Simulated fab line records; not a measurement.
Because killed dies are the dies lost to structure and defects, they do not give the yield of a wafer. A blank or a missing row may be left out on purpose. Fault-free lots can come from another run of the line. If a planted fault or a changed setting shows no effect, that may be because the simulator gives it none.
Chamber matching | flow n5-finfet | N5_BEOL_M0_DEP_125 on pecvd-04 has 3 sister chambers
The step deposits SiCN from 3MS/NH3, target thk 8 nm, time 14 s. 14 wafers are shown with their chamber, then 7 later ones without.

EACH WAFER AND ITS CHAMBER
wafer  | chamber | throttle-valve-pct (%) | showerhead-plenum-p-Torr (Torr)
L081.2 | 0       | 9.3                    | 3.701
L081.3 | 2       | 8.8                    | 3.645
L081.4 | 1       | 11.1                   | 3.665
L084.1 | 0       | 9.2                    | 3.688
L084.4 | 2       | 8.7                    | 3.642
L084.6 | 0       | 9.0                    | 3.696
L085.1 | 2       | 8.9                    | 3.643
L085.2 | 1       | 11.1                   | 3.659
L085.4 | 2       | 8.6                    | 3.648
L086.2 | 1       | 10.9                   | 3.653
L086.4 | 2       | 8.7                    | 3.637
L086.6 | 1       | 10.7                   | 3.656
L092.1 | 1       | 11.1                   | 3.675
L092.3 | 2       | 8.8                    | 3.635

SIGNATURES, as means of the wafers listed above
reading                  | chamber 0 | chamber 1 | chamber 2 | scatter within a chamber
throttle-valve-pct       | 9.167     | 10.980    | 8.750     | 0.144
showerhead-plenum-p-Torr | 3.69500   | 3.66160   | 3.64167   | 0.0068
Rule: for a wafer and a chamber, the distance is found by dividing, reading by reading, the gap between the wafer's reading and the chamber's mean by the reading's scatter, squaring, summing and taking the root. If the next closest chamber is less than 2 further off than the closest, the wafer can't be placed; otherwise it belongs to the closest. The scatter: take each reading less its chamber's mean, square it, sum over the shown wafers, divide by the number of wafers less the number of chambers, and take the root.

WAFERS WITHOUT THEIR CHAMBER
wafer  | throttle-valve-pct (%) | showerhead-plenum-p-Torr (Torr)
L092.5 | 11.0                   | 3.672
L096.2 | 11.3                   | 3.665
L096.3 | 9.0                    | 3.647
L096.4 | 9.1                    | 3.689
L097.1 | 10.9                   | 3.672
L097.4 | 11.1                   | 3.666
L097.6 | 9.5                    | 3.689

CHAMBER TAKEN BY EACH
wafer  | from the rows above | in truth
L092.5 | 1                   | 1
L096.2 | 1                   | 1
L096.3 | 2                   | 2
L096.4 | 0                   | 0
L097.1 | 1                   | 1
L097.4 | 1                   | 1
L097.6 | 0                   | 0
Correctly placed: 7 of 7. Can't be placed from these rows: 0. Number placed wrongly: 0.
